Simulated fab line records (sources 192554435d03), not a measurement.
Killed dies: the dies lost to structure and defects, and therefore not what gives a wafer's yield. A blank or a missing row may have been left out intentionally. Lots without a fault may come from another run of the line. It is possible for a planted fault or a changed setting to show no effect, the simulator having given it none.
fab line records + flow n5Finfet
record
- lots=9
- wafers=27
- lastDay=17
route steps=1938 shown MOL_CONTACT_COAG@608 BEOL_M4@1111 PASSIVATION@1936
lots with no fault: from the same line, run without faults
startH: the number of hours between the record's first day and the start of the first shown wafer of the lot + waitH: hours elapsed since this lot's preceding step + " identical to the entry in the row above + L1.1+2: a row that stands for several wafers + - no value present, or no start provided + * or withheld: withheld + < > ~ a bound
route shown NAME@n: NAME is a module with steps in the file, n the number in the route of the first one + usual: mean/standard deviation of fault-free wafers + same: alike in all rows + chamber/n: place in a boat + sites: each site's reading + _std_site: their standard deviation + _edge_site: inner sites' mean taken away from outer sites' mean + radiusMm: how far each site lies from the wafer's centre + mask NAME#n: copy n + behind: the tool/chamber that last shaped the wafer + hold: cause of the lot's hold/its duration in hours/its outcome + device: the transistor (n, p or np) that didn't switch + end of line: tests of these same wafers at the route's end + where a step has no rows: the recipe by itself + killed: dies lost to structure and defects at the first sort, not the wafer's yield + map: dies across one wafer; x = killed, . = not, _ = none there
set.NAME: the setting as run; set.NAME@STEP: as run at that earlier step + model.NAME: the simulator's own value behind a step, which no gauge read
route steps across a sampled set of lots; one table per step, one row per wafer
services: from which hour (startH, from the record's first day; less than 0 if before it) a tool's chamber was out of use, for how many hours, and why
## steps
# step N5_MOL_CONTACT_COAG_ALD_133
# recipe
- material=SiO2
- targetThkA=50
- tempC=100
- aldPrecursorFamily=BDEAS
- aldCoReactant=O2-plasma
- pulseTimeS=1
- coReactantPulseTimeS=1
- purgeTimeS=2
- coReactantPurgeTimeS=2
- aldCycles=35
- pressureTorr=2
# usual
- heaterPowerW=80/5.9
- precursorPulseHeightRel=0.999/0.02
- susceptorTempC=100.01/0.12
| lot.wafer | tool      | chamber | startH | waitH | heaterPowerW | precursorPulseHeightRel | susceptorTempC |
|-----------|-----------|---------|--------|-------|--------------|-------------------------|----------------|
| L989.2    | aldSin-02 | 2       | 103.00 | 0.1   | 80           | 0.986                   | 99.93          |
| L989.4    | "         | 1       | "      | "     | 70           | 0.987                   | 100.04         |
| L989.5    | "         | 0       | "      | "     | 82           | 1.004                   | 100.11         |
| L993.2    | aldSin-02 | 0       | 128.00 | 0.8   | 80           | 0.987                   | 99.90          |
| L993.3    | "         | 2       | "      | "     | 83           | 0.991                   | 100.01         |
| L993.4    | "         | 1       | "      | "     | 71           | 1.037                   | 99.99          |
| L994.2    | aldSin-02 | 1       | 130.90 | 0.1   | 71           | 1.003                   | 99.88          |
| L994.3    | "         | 0       | "      | "     | 82           | 0.987                   | 99.91          |
| L994.6    | "         | 0       | "      | "     | 80           | 1.007                   | 99.92          |
| L995.3    | aldSin-04 | 2       | 138.15 | 0.1   | 86           | 0.980                   | 100.07         |
| L995.4    | "         | 3       | "      | "     | 88           | 0.992                   | 99.90          |
| L995.6    | "         | 1       | "      | "     | 75           | 0.996                   | 100.25         |
| L998.2    | aldSin-03 | 0       | 150.53 | 0.1   | 78           | 0.991                   | 100.09         |
| L998.5    | "         | 1       | "      | "     | 78           | 1.018                   | 99.95          |
| L998.6    | "         | 0       | "      | "     | 79           | 0.980                   | 99.78          |
| L101.1    | aldSin-03 | 2       | 178.64 | 0.1   | 81           | 0.983                   | 100.18         |
| L101.2    | "         | 0       | "      | "     | 79           | 1.021                   | 100.21         |
| L101.6    | "         | 3       | "      | "     | 73           | 1.010                   | 100.10         |
| L106.2    | aldSin-03 | 0       | 208.66 | 0.1   | 81           | 0.996                   | 99.83          |
| L106.4    | "         | 1       | "      | "     | 76           | 0.996                   | 100.21         |
| L106.6    | "         | 2       | "      | "     | 84           | 1.023                   | 100.08         |
| L110.1    | aldSin-03 | 3       | 226.74 | 0.1   | 76           | 0.999                   | 100.08         |
| L110.2    | "         | 0       | "      | "     | 79           | 1.007                   | 100.05         |
| L110.5    | "         | 0       | "      | "     | 78           | 0.997                   | 100.12         |
| L112.3    | aldSin-02 | 2       | 241.34 | 0.1   | 83           | 1.021                   | 100.14         |
| L112.5    | "         | 0       | "      | "     | 81           | 0.994                   | 99.97          |
| L112.6    | "         | 2       | "      | "     | 82           | 1.009                   | 99.98          |
# step N5_MOL_CONTACT_COAG_ETCHBACK_134
# recipe
- chemistry=CHF3
- target=SiO2
- targetDepthA=100
- timeS=6.7
- ionEnergyEv=200
- pressureMtorr=30
- sourceW=610
- biasW=170
- Ar_flow_sccm=200
- CHF3_flow_sccm=50
# usual
- drypumpMotorCurrentA=5.5/0.4
- oesProductAu=0.78/0.09
- rfVppV=530/19
- showerheadPlenumPTorr=2.38/0.093
- throttleValvePct=18.73/0.25
| lot.wafer | tool       | chamber | startH | waitH | drypumpMotorCurrentA | oesProductAu | rfHoursCounterH | rfVppV | showerheadPlenumPTorr | throttleValvePct |
|-----------|------------|---------|--------|-------|----------------------|--------------|-----------------|--------|-----------------------|------------------|
| L989.2    | rieDiel-05 | 3       | 103.43 | 0.3   | 5.0                  | 0.73         | 195             | 515    | 2.44                  | 18.71            |
| L989.4    | "          | 1       | "      | "     | 5.6                  | 0.83         | 47              | 523    | 2.33                  | 18.50            |
| L989.5    | "          | 0       | "      | "     | 4.9                  | 0.73         | -               | 512    | 2.26                  | 18.78            |
| L993.2    | rieDiel-04 | 3       | 128.18 | 0.1   | 5.0                  | 0.69         | 240             | 515    | 2.44                  | 18.62            |
| L993.3    | "          | 2       | "      | "     | 5.7                  | 0.71         | 216             | 557    | 2.47                  | 19.16            |
| L993.4    | "          | 0       | "      | "     | 6.0                  | 0.67         | 244             | 537    | 2.47                  | 18.92            |
| L994.2    | rieDiel-04 | 1       | 131.08 | 0.1   | 5.6                  | 0.69         | 221             | 516    | 2.28                  | 18.95            |
| L994.3    | "          | 2       | "      | "     | 5.7                  | 0.70         | 216             | 557    | 2.47                  | 19.17            |
| L994.6    | "          | 0       | "      | "     | 6.0                  | 0.66         | -               | 537    | 2.47                  | 18.92            |
| L995.3    | rieDiel-05 | 0       | 138.32 | 0.1   | 4.8                  | 0.71         | 183             | 511    | 2.26                  | 18.80            |
| L995.4    | "          | 3       | "      | "     | 5.0                  | 0.72         | 206             | 513    | 2.44                  | 18.71            |
| L995.6    | "          | 3       | "      | "     | 5.0                  | 0.71         | -               | 515    | 2.44                  | 18.72            |
| L998.2    | rieDiel-05 | 1       | 150.71 | 0.1   | 5.6                  | 0.81         | 62              | 521    | 2.33                  | 18.49            |
| L998.5    | "          | 3       | "      | "     | 5.0                  | 0.72         | -               | 514    | 2.44                  | 18.73            |
| L998.6    | "          | 2       | "      | "     | 5.7                  | 0.79         | -               | 516    | 2.20                  | 19.10            |
| L101.1    | rieDiel-05 | 2       | 178.82 | 0.1   | 5.7                  | 0.77         | 146             | 517    | 2.20                  | 19.10            |
| L101.2    | "          | 1       | "      | "     | 5.6                  | 0.79         | 72              | 524    | 2.32                  | 18.52            |
| L101.6    | "          | 3       | "      | "     | 5.0                  | 0.71         | -               | 515    | 2.43                  | 18.72            |
| L106.2    | rieDiel-04 | 3       | 208.83 | 0.1   | 5.0                  | 0.93         | 9               | 516    | 2.43                  | 18.13            |
| L106.4    | "          | 2       | "      | "     | 5.7                  | 0.67         | -               | 554    | 2.46                  | 19.21            |
| L106.6    | "          | 0       | "      | "     | 6.0                  | 0.88         | -               | 537    | 2.46                  | 18.57            |
| L110.1    | rieDiel-04 | 0       | 226.92 | 0.1   | 6.0                  | 0.86         | 28              | 539    | 2.45                  | 18.59            |
| L110.2    | "          | 1       | "      | "     | 5.6                  | 0.97         | 7               | 525    | 2.56                  | 18.65            |
| L110.5    | "          | 1       | "      | "     | 5.6                  | 0.97         | -               | 525    | 2.56                  | 18.64            |
| L112.3    | rieDiel-01 | 2       | 241.52 | 0.1   | 5.4                  | 0.82         | 94              | 554    | 2.41                  | 18.68            |
| L112.5    | "          | 3       | "      | "     | 5.9                  | 0.69         | -               | 563    | 2.44                  | 18.84            |
| L112.6    | "          | 2       | "      | "     | 5.4                  | 0.82         | -               | 552    | 2.41                  | 18.70            |
# step N5_MOL_CONTACT_COAG_STRIP_72
# recipe
- chemistry=N2/H2
- powerW=450
- tempC=40
- pressureMtorr=20
- rfFrequencyHz=6e+07
- overashFraction=3
- biasPowerW=7
- h2Frac=0.5
- n2FlowSccm=200
- h2FlowSccm=200
# usual
- drypumpMotorCurrentA=5.5/0.4
- oesProductAu=0.78/0.09
- powerW=450.1/1.4
- rfVppV=59.0/1.9
- showerheadPlenumPTorr=2.53/0.093
- throttleValvePct=23.6/0.31
| lot.wafer | tool       | chamber | startH | waitH | drypumpMotorCurrentA | oesProductAu | powerW | rfHoursCounterH | rfVppV | showerheadPlenumPTorr | throttleValvePct |
|-----------|------------|---------|--------|-------|----------------------|--------------|--------|-----------------|--------|-----------------------|------------------|
| L989.2    | rieDiel-05 | 3       | 103.71 | 0.0   | 5.0                  | 0.73         | 449.0  | 195             | 61.1   | 2.61                  | 23.2             |
| L989.4    | "          | 1       | "      | "     | 5.6                  | 0.84         | 451.8  | 47              | 58.8   | 2.48                  | 23.5             |
| L989.5    | "          | 0       | "      | "     | 4.8                  | 0.74         | 450.8  | -               | 60.4   | 2.44                  | 23.8             |
| L993.2    | rieDiel-04 | 3       | 128.46 | 0.0   | 5.1                  | 0.66         | 449.8  | 240             | 58.8   | 2.62                  | 23.8             |
| L993.3    | "          | 2       | "      | "     | 5.7                  | 0.71         | 450.9  | 216             | 62.9   | 2.59                  | 23.5             |
| L993.4    | "          | 0       | "      | "     | 6.0                  | 0.66         | 450.4  | 244             | 62.7   | 2.60                  | 23.4             |
| L994.2    | rieDiel-04 | 1       | 131.36 | 0.0   | 5.6                  | 0.71         | 448.2  | 221             | 62.2   | 2.42                  | 23.9             |
| L994.3    | "          | 2       | "      | "     | 5.7                  | 0.71         | 450.1  | 216             | 60.8   | 2.58                  | 23.5             |
| L994.6    | "          | 0       | "      | "     | 6.1                  | 0.67         | 448.7  | -               | 59.2   | 2.60                  | 23.4             |
| L995.3    | rieDiel-05 | 0       | 138.60 | 0.0   | 4.9                  | 0.73         | 448.2  | 184             | 60.9   | 2.44                  | 23.8             |
| L995.4    | "          | 3       | "      | "     | 5.0                  | 0.72         | 452.2  | 206             | 58.7   | 2.61                  | 23.2             |
| L995.6    | "          | 3       | "      | "     | 5.0                  | 0.72         | 452.5  | -               | 59.6   | 2.61                  | 23.2             |
| L998.2    | rieDiel-05 | 1       | 150.99 | 0.0   | 5.6                  | 0.80         | 400.8  | 63              | 59.4   | 2.47                  | 23.5             |
| L998.5    | "          | 3       | "      | "     | 5.0                  | 0.71         | 400.9  | -               | 60.0   | 2.61                  | 23.3             |
| L998.6    | "          | 2       | "      | "     | 5.7                  | 0.78         | 403.4  | -               | 58.1   | 2.36                  | 24.4             |
| L101.1    | rieDiel-05 | 2       | 179.10 | 0.0   | 5.7                  | 0.76         | 403.9  | 146             | 60.9   | 2.35                  | 24.3             |
| L101.2    | "          | 1       | "      | "     | 5.6                  | 0.79         | 400.9  | 72              | 57.2   | 2.47                  | 23.4             |
| L101.6    | "          | 3       | "      | "     | 5.0                  | 0.71         | 403.7  | -               | 59.1   | 2.60                  | 23.3             |
| L106.2    | rieDiel-04 | 3       | 209.11 | 0.0   | 5.1                  | 0.91         | 449.9  | 9               | 59.7   | 2.61                  | 23.2             |
| L106.4    | "          | 2       | "      | "     | 5.7                  | 0.67         | 448.4  | -               | 58.6   | 2.57                  | 23.6             |
| L106.6    | "          | 0       | "      | "     | 6.0                  | 0.88         | 451.2  | -               | 60.8   | 2.59                  | 23.3             |
| L110.1    | rieDiel-04 | 0       | 227.20 | 0.0   | 6.0                  | 0.88         | 448.4  | 28              | 59.4   | 2.59                  | 23.3             |
| L110.2    | "          | 1       | "      | "     | 5.6                  | 1.00         | 447.8  | 7               | 57.0   | 2.72                  | 23.6             |
| L110.5    | "          | 1       | "      | "     | 5.6                  | 0.99         | 449.0  | -               | 62.6   | 2.72                  | 23.7             |
| L112.3    | rieDiel-01 | 2       | 241.80 | 0.0   | 5.4                  | 0.79         | 452.5  | 94              | 58.7   | 2.55                  | 23.4             |
| L112.5    | "          | 3       | "      | "     | 5.9                  | 0.69         | 449.9  | -               | 60.3   | 2.62                  | 23.8             |
| L112.6    | "          | 2       | "      | "     | 5.4                  | 0.81         | 452.3  | -               | 58.9   | 2.55                  | 23.3             |
# step N5_MOL_CONTACT_COAG_CMP_52
# recipe
- stopOn=SiO2
- tOverpolishS=1.5
- postCmpClean=wDiluteNh4oh
- downForcePsi=4
- platenRpm=50.289
- padVelocityMS=1.0006
- targetThkNm=66.5
# usual
- motorCurrentA=12.8/1.3
- overpolishRunS=1.501/0.0087
- platenRpm=50.29/0.032
- timeToEndpointS=13/3.5
| lot.wafer | tool   | chamber | startH | waitH | motorCurrentA | overpolishRunS | platenRpm | timeToEndpointS |
|-----------|--------|---------|--------|-------|---------------|----------------|-----------|-----------------|
| L989.2    | cmp-03 | 1       | 104.59 | 0.2   | 11.9          | 1.513          | 50.29     | 12              |
| L989.4    | "      | 2       | "      | "     | 13.1          | 1.510          | 50.32     | 16              |
| L989.5    | "      | 1       | "      | "     | 10.9          | 1.518          | 50.30     | 14              |
| L993.4    | cmp-03 | 2       | 129.16 | 0.0   | 13.7          | 1.510          | 50.34     | 14              |
| L993.3    | "      | 0       | "      | "     | 14.0          | 1.482          | 50.24     | 18              |
| L993.2    | "      | 1       | "      | "     | 11.5          | 1.510          | 50.25     | 15              |
| L994.2    | cmp-01 | 0       | 132.12 | 0.1   | 13.8          | 1.487          | 50.31     | 12              |
| L994.3    | "      | 1       | "      | "     | 11.5          | 1.513          | 50.24     | 12              |
| L994.6    | "      | 3       | "      | "     | 13.6          | 1.495          | 50.31     | 12              |
| L995.3    | cmp-03 | 1       | 139.28 | 0.0   | 11.7          | 1.494          | 50.32     | 12              |
| L995.4    | "      | 2       | "      | "     | 13.2          | 1.507          | 50.28     | 15              |
| L995.6    | "      | 1       | "      | "     | 11.6          | 1.496          | 50.32     | 13              |
| L998.2    | cmp-03 | 1       | 151.75 | 0.1   | 11.7          | 1.496          | 50.34     | 12              |
| L998.5    | "      | 3       | "      | "     | 13.2          | 1.501          | 50.29     | 7               |
| L998.6    | "      | 0       | "      | "     | 14.7          | 1.507          | 50.24     | 20              |
| L101.1    | cmp-01 | 0       | 179.82 | 0.1   | 13.6          | 1.494          | 50.25     | 13              |
| L101.2    | "      | 2       | "      | "     | 12.6          | 1.506          | 50.24     | 10              |
| L101.6    | "      | 0       | "      | "     | 14.5          | 1.504          | 50.31     | 12              |
| L106.4    | cmp-03 | 0       | 209.83 | 0.1   | 14.4          | 1.502          | 50.23     | 20              |
| L106.2    | "      | 2       | "      | "     | 13.2          | 1.506          | 50.29     | 17              |
| L106.6    | "      | 0       | "      | "     | 14.9          | 1.491          | 50.30     | 22              |
| L110.2    | cmp-04 | 1       | 227.92 | 0.1   | 10.2          | 1.505          | 50.35     | 13              |
| L110.1    | "      | 2       | "      | "     | 11.8          | 1.500          | 50.28     | 16              |
| L110.5    | "      | 1       | "      | "     | 10.8          | 1.499          | 50.35     | 14              |
| L112.3    | cmp-01 | 0       | 242.73 | 0.3   | 14.3          | 1.514          | 50.28     | 11              |
| L112.6    | "      | 0       | "      | "     | 13.2          | 1.490          | 50.31     | 11              |
| L112.5    | "      | 1       | "      | "     | 11.2          | 1.487          | 50.30     | 12              |
# step N5_BEOL_M4_RC_MEAS_101
# usual
- DIBL_N=36.1/2
- DIBL_P=36.3/2.4
- IOFF_N=0.15/0.035
- IOFF_P=0.21/0.039
- ION_N=672/15
- ION_P=463/9.7
- SS_N=71.5/0.7
- SS_P=73.2/0.75
- VT_N=251/3.6
- VT_P=-250/3.8
| lot.wafer | tool      | chamber | startH | waitH | DIBL_N[mV/V] | DIBL_P[mV/V] | IOFF_N[nA/um] | IOFF_P[nA/um] | ION_N[uA/um] | ION_P[uA/um] | SS_N[mV/dec] | SS_P[mV/dec] | VT_N[mV] | VT_P[mV] |
|-----------|-----------|---------|--------|-------|--------------|--------------|---------------|---------------|--------------|--------------|--------------|--------------|----------|----------|
| L989.2    | prober-01 | 0       | 174.42 | 0.2   | 33.8         | 33.2         | 0.12          | 0.18          | 676          | 466          | 70.3         | 72.8         | 255      | -252     |
| L989.4    | "         | 0       | "      | "     | 35.8         | 36.5         | 0.14          | 0.22          | 670          | 468          | 71.2         | 73.4         | 252      | -247     |
| L989.5    | "         | 0       | "      | "     | 36.9         | 37.2         | 0.15          | 0.24          | 669          | 466          | 71.5         | 73.8         | 253      | -248     |
| L994.2    | prober-02 | 0       | 195.51 | 0.2   | 37.0         | 38.5         | 0.18          | 0.27          | 695          | 480          | 71.8         | 74.5         | 247      | -246     |
| L994.3    | "         | 0       | "      | "     | 34.6         | 35.6         | 0.13          | 0.20          | 671          | 468          | 71.5         | 73.2         | 254      | -248     |
| L994.6    | "         | 0       | "      | "     | 35.8         | 36.7         | 0.16          | 0.23          | 691          | 478          | 70.7         | 74.0         | 248      | -247     |
| L993.2    | prober-01 | 0       | 196.05 | 0.2   | 34.1         | 36.1         | 0.14          | 0.20          | 670          | 461          | 71.1         | 72.7         | 248      | -250     |
| L993.3    | "         | 0       | "      | "     | 37.2         | 39.6         | 0.17          | 0.26          | 664          | 463          | 71.7         | 73.7         | 250      | -250     |
| L993.4    | "         | 0       | "      | "     | 35.7         | 36.1         | 0.15          | 0.19          | 660          | 458          | 72.0         | 72.8         | 251      | -252     |
| L995.3    | prober-02 | 0       | 206.71 | 0.3   | 39.7         | 39.7         | 0.20          | 0.22          | 671          | 456          | 72.8         | 74.2         | 247      | -252     |
| L995.4    | "         | 0       | "      | "     | 37.9         | 38.4         | 0.16          | 0.20          | 676          | 462          | 72.7         | 73.3         | 250      | -257     |
| L995.6    | "         | 0       | "      | "     | 37.7         | 38.9         | 0.17          | 0.20          | 669          | 453          | 72.5         | 73.7         | 249      | -253     |
| L998.2    | prober-02 | 0       | 221.96 | 0.2   | 37.6         | 37.2         | 0.17          | 0.27          | 667          | 466          | 71.8         | 73.5         | 250      | -244     |
| L998.5    | "         | 0       | "      | "     | 37.2         | 36.4         | 0.16          | 0.26          | 665          | 467          | 72.3         | 73.6         | 250      | -245     |
| L998.6    | "         | 0       | "      | "     | 32.9         | 31.1         | 0.10          | 0.18          | 644          | 460          | 70.6         | 71.3         | 257      | -247     |
| L101.1    | prober-01 | 0       | 246.02 | 0.0   | 36.2         | 35.9         | 0.16          | 0.22          | 670          | 471          | 71.7         | 73.3         | 251      | -246     |
| L101.2    | "         | 0       | "      | "     | 38.2         | 37.9         | 0.21          | 0.26          | 703          | 478          | 71.6         | 73.4         | 245      | -245     |
| L101.6    | "         | 0       | "      | "     | 35.7         | 34.8         | 0.16          | 0.21          | 683          | 461          | 71.2         | 72.6         | 249      | -251     |
| L106.2    | prober-02 | 0       | 279.34 | 0.2   | 37.7         | 37.9         | 0.17          | 0.25          | 685          | 477          | 72.1         | 73.7         | 249      | -248     |
| L106.4    | "         | 0       | "      | "     | 36.5         | 36.8         | 0.17          | 0.25          | 682          | 478          | 71.6         | 73.6         | 249      | -247     |
| L106.6    | "         | 0       | "      | "     | 33.0         | 32.1         | 0.10          | 0.16          | 655          | 458          | 70.3         | 71.6         | 259      | -254     |
| L110.1    | prober-01 | 0       | 306.77 | 0.0   | 37.0         | 37.2         | 0.18          | 0.24          | 672          | 458          | 72.1         | 73.5         | 248      | -250     |
| L110.2    | "         | 0       | "      | "     | 32.3         | 31.4         | 0.10          | 0.15          | 652          | 457          | 70.9         | 71.8         | 258      | -254     |
| L110.5    | "         | 0       | "      | "     | 34.5         | 34.8         | 0.14          | 0.21          | 665          | 458          | 71.1         | 72.5         | 252      | -249     |
| L112.3    | prober-02 | 0       | 306.90 | 0.3   | 37.6         | 36.7         | 0.17          | 0.24          | 673          | 467          | 71.1         | 74.5         | 249      | -247     |
| L112.5    | "         | 0       | "      | "     | 35.1         | 33.4         | 0.13          | 0.19          | 661          | 461          | 70.7         | 72.1         | 252      | -249     |
| L112.6    | "         | 0       | "      | "     | 38.3         | 38.3         | 0.19          | 0.27          | 701          | 481          | 71.2         | 73.5         | 247      | -243     |
# step N5_PASSIVATION_PROBE_49
# usual
- defectLimitedYield=91.1/1.6
- killed_at_M0_to_M3=35/11
- killed_at_M4_up=13/5.4
- killedAtContacts=13/6.5
- killedAtFrontEnd=40/14
- killedAtOther=4/3.1
- killedDies=105/18
- killedOnRim=14/4.1
- killedOpen=69/14
- killedShort=34/7.3
- sort_bin_5_function=5.2/0.96
- sort_bin_6_memory=3.4/0.77
- sort_bin_8_speed=0.02/0.13
- sortNPass=1075/19
# same
- grossDies=1180
- killedAtBackSide=0
- sort_bin_4_leakage[%]=0
| lot.wafer | tool      | chamber | startH | waitH | defectLimitedYield[%] | killed_at_M0_to_M3 | killed_at_M4_up | killedAtContacts | killedAtFrontEnd | killedAtOther | killedDies | killedOnRim | killedOpen | killedShort | sort_bin_5_function[%] | sort_bin_6_memory[%] | sort_bin_8_speed[%] | sortNPass |
|-----------|-----------|---------|--------|-------|-----------------------|--------------------|-----------------|------------------|------------------|---------------|------------|-------------|------------|-------------|------------------------|----------------------|---------------------|-----------|
| L998.2    | prober-02 | -       | 327.65 | 0.1   | 93.4                  | 19                 | 14              | 9                | 34               | 2             | 78         | 12          | 52         | 26          | 4.2                    | 2.1                  | 0                   | 1102      |
| L998.5    | prober-02 | -       | 327.80 | 0.2   | 92.6                  | 24                 | 9               | 8                | 42               | 4             | 87         | 10          | 50         | 37          | 4.7                    | 2.4                  | 0                   | 1093      |
| L998.6    | prober-02 | -       | 327.85 | 0.3   | 92.5                  | 26                 | 7               | 23               | 31               | 1             | 88         | 11          | 59         | 29          | 4.7                    | 2.5                  | 0                   | 1092      |
| L101.1    | prober-02 | -       | 357.20 | 0.0   | 88.8                  | 35                 | 28              | 12               | 50               | 7             | 132        | 20          | 85         | 46          | 6.3                    | 4.7                  | 0                   | 1048      |
| L101.2    | prober-02 | -       | 357.25 | 0.1   | 88.5                  | 36                 | 23              | 20               | 52               | 5             | 136        | 23          | 86         | 48          | 6.4                    | 5.0                  | 0                   | 1044      |
| L101.6    | prober-02 | -       | 357.45 | 0.3   | 90.6                  | 19                 | 25              | 15               | 50               | 2             | 111        | 14          | 65         | 43          | 5.9                    | 3.1                  | 0                   | 1069      |
# killed by level:class
L998.2 MOL_CONTACT_COAG:geometricParticle:open=7 FIN_SAQP:geometricParticle:short=5 STI_FIN_REVEAL:geometricParticle:open=5 DUMMY_GATE:geometricParticle:open=5 BEOL_M2:geometricParticle:open=4 FIN_SAQP:geometricParticle:open=3 GATE_CUT:geometricParticle:short=3 GATE_CUT:geometricParticle:open=3
L998.5 BEOL_M0_SAQP:geometricParticle:short=9 FIN_SAQP:geometricParticle:short=8 GATE_CUT:geometricParticle:short=7 FIN_SAQP:geometricParticle:open=6 STI_FIN_REVEAL:geometricParticle:open=6 MOL_CONTACT_COAG:geometricParticle:open=6 BEOL_M4:geometricParticle:open=6 BEOL_M3:geometricParticle:open=5
L998.6 MOL_CONTACT_COAG:geometricParticle:open=18 STI_FIN_REVEAL:geometricParticle:open=13 BEOL_M1:geometricParticle:open=6 MOL_CONTACT_COAG:geometricParticle:short=5 FIN_SAQP:geometricParticle:short=4 STI_FIN_REVEAL:geometricParticle:short=4 BEOL_M0_SAQP:geometricParticle:short=4 BEOL_M2:geometricParticle:open=4
L101.1 BEOL_M4:geometricParticle:open=19 FIN_SAQP:geometricParticle:short=12 FIN_SAQP:geometricParticle:open=11 MOL_CONTACT_COAG:geometricParticle:open=10 BEOL_M0_SAQP:geometricParticle:short=8 BEOL_M0_SAQP:geometricParticle:open=7 BEOL_M2:geometricParticle:open=7 STI_FIN_REVEAL:geometricParticle:open=6
L101.2 MOL_CONTACT_COAG:geometricParticle:open=14 BEOL_M4:geometricParticle:open=13 FIN_SAQP:geometricParticle:short=11 BEOL_M0_SAQP:geometricParticle:open=11 GATE_CUT:geometricParticle:short=10 FIN_SAQP:geometricParticle:open=8 BEOL_M2:geometricParticle:open=7 MOL_CONTACT_COAG:geometricParticle:short=6
L101.6 BEOL_M4:geometricParticle:open=18 FIN_SAQP:geometricParticle:short=17 FIN_SAQP:geometricParticle:open=8 GATE_CUT:geometricParticle:short=8 MOL_CONTACT_COAG:geometricParticle:open=8 MOL_CONTACT_COAG:geometricParticle:short=7 BEOL_M1:geometricParticle:open=6 BEOL_M2:geometricParticle:open=5
## services
| tool       | chamber | startH | hours | kind                        |
|------------|---------|--------|-------|-----------------------------|
| rieDiel-01 | 1       | 81.27  | 3.3   | repair                      |
| cmp-01     | -       | 83.26  | 0.6   | repair                      |
| aldSin-02  | -       | 87.31  | 14.0  | pm                          |
| cmp-03     | -       | 92.05  | 2.9   | repair                      |
| cmp-01     | -       | 101.37 | 3.6   | repair                      |
| cmp-04     | -       | 108.73 | 0.6   | repair                      |
| cmp-04     | -       | 128.38 | 4.0   | pm                          |
| aldSin-03  | -       | 141.99 | 6.1   | pm                          |
| rieDiel-04 | 0       | 146.67 | -     | clean                       |
| rieDiel-04 | 0       | 146.67 | -     | consumableReplace:focusRing |
| rieDiel-04 | 0       | 146.67 | 13.9  | scheduledDown               |
| rieDiel-04 | 0       | 146.67 | 13.9  | ventCycle                   |
| rieDiel-05 | 0       | 148.21 | 4.6   | repair                      |
| aldSin-03  | 1       | 165.87 | 3.7   | repair                      |
| aldSin-04  | -       | 176.76 | 14.0  | pm                          |
| cmp-04     | -       | 177.98 | 8.8   | pm                          |
| cmp-01     | -       | 180.63 | 0.8   | repair                      |
| cmp-01     | -       | 190.22 | 0.7   | repair                      |
| cmp-03     | -       | 192.32 | 4.0   | pm                          |
| rieDiel-01 | 3       | 195.47 | 16.5  | repair                      |
| rieDiel-04 | 0       | 199.60 | 4.3   | repair                      |
| cmp-03     | -       | 216.22 | 32.0  | repair                      |
| aldSin-02  | 1       | 226.46 | 17.7  | repair                      |
| cmp-01     | -       | 232.64 | 7.4   | pm                          |
## key
firstSign
- step=N5_MOL_CONTACT_COAG_STRIP_72
- reading=powerW
- direction=down
- sigmas=33
- usual=*
- struck=*
effect none on later readings
metAt N5_MOL_CONTACT_COAG_STRIP_72
struckLots L998,L101
notActingAt N5_MOL_CONTACT_COAG_ALD_133,N5_MOL_CONTACT_COAG_ETCHBACK_134,N5_MOL_CONTACT_COAG_CMP_52
onsetBetween 138.60 150.99
fault
- kind=processParameterDrift
- tool=rieDiel-05
- chamber=-
- onsetH=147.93
- steps=N5_MOL_CONTACT_COAG_STRIP_72
- channel=powerW
- offset=*
- shape=step
- endH=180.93
- actsIn=*
- stated=*
